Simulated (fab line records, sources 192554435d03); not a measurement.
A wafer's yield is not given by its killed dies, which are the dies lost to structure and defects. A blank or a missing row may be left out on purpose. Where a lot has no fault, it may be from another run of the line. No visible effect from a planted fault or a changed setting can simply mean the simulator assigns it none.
Chamber matching ; flow n5 finfet ; pecvd-04 running N5_BEOL_M9_ILD_DEP_00: 3 sister chambers
The step deposits SiCOH lowk from DEMS/porogen, target thk 308.51 nm, time 58 s. 3 wafers are shown with their chamber, then 8 later ones without.

## WAFERS, EACH WITH ITS CHAMBER
wafer;chamber;throttle valve pct (%)
L080.1;2;13.6
L080.4;0;14.4
L081.1;1;14.4

## WAFERS WHOSE CHAMBER IS MISSING
wafer;throttle valve pct (%)
L081.4;15.0
L081.5;13.2
L085.3;14.9
L085.4;14.7
L085.5;13.3
L093.1;14.5
L093.3;14.8
L093.5;14.6

## WHICH CHAMBER EACH ONE RAN IN
wafer;from the rows above;in truth
L081.4;can't be placed: 0 or 1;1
L081.5;2;2
L085.3;can't be placed: 0 or 1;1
L085.4;can't be placed: 0 or 1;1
L085.5;2;2
L093.1;can't be placed: 0 or 1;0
L093.3;can't be placed: 0 or 1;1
L093.5;can't be placed: 0 or 1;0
2 of 8 placed correctly. These rows do not allow placing 6 (true chamber among the candidates in 6). 0 placed wrongly.
How it was worked out, from the rows above alone: a wafer's distance from a chamber is the root of the sum, over the readings, of the square of ((its reading less the chamber's mean) divided by the reading's scatter). The wafer belongs to the nearest chamber; if the next one is less than 2 further off, it can't be placed. Each chamber's mean is taken over the wafers shown for it. The scatter (one wafer shown for each chamber): square how far every hidden wafer sits from the nearest shown wafer, average those squares and take the square root.
